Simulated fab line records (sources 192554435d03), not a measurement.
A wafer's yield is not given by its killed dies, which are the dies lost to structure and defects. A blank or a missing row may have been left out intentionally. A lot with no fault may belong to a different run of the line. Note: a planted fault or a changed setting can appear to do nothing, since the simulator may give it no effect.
Matching of chambers + flow n5-finfet + N5_PASSIVATION_PECVD_01 on pecvd-02: 3 sister chambers
The step deposits SiNx from SiH4/NH3/N2, target thk 200 nm, time 43.2 s. 3 wafers are shown with their chamber, then 7 later ones without.

## EACH WAFER AND ITS CHAMBER
| wafer  | chamber | throttle-valve-pct (%) |
|--------|---------|------------------------|
| L079.2 | 1       | 28.8                   |
| L080.2 | 0       | 29.8                   |
| L080.3 | 2       | 26.3                   |

## WAFERS WITHOUT THEIR CHAMBER
| wafer  | throttle-valve-pct (%) |
|--------|------------------------|
| L080.4 | 29.9                   |
| L085.1 | 29.1                   |
| L085.5 | 26.4                   |
| L085.6 | 28.9                   |
| L093.1 | 29.4                   |
| L093.3 | 26.6                   |
| L093.6 | 29.7                   |

## THE CHAMBER EACH PASSED THROUGH
| wafer  | from the rows above     | in truth |
|--------|-------------------------|----------|
| L080.4 | 0                       | 0        |
| L085.1 | can't be placed: 1 or 0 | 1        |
| L085.5 | 2                       | 2        |
| L085.6 | 1                       | 1        |
| L093.1 | can't be placed: 0 or 1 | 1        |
| L093.3 | 2                       | 2        |
| L093.6 | 0                       | 0        |
Correctly placed: 5 of 7. Cannot be placed on the basis of these rows: 2; the candidates contain the true chamber in 2. Placed wrongly: 0.
How it was worked out, from the rows above alone: a wafer's distance from a chamber is the root of the sum, over the readings, of the square of ((its reading less the chamber's mean) divided by the reading's scatter). If the next closest chamber is less than 2 further off than the closest, the wafer can't be placed; otherwise it belongs to the closest. A chamber's mean is the mean of its shown wafers. The scatter: with one shown wafer a chamber, the root of the mean of the squares of how far each hidden wafer lies from its nearest shown one.
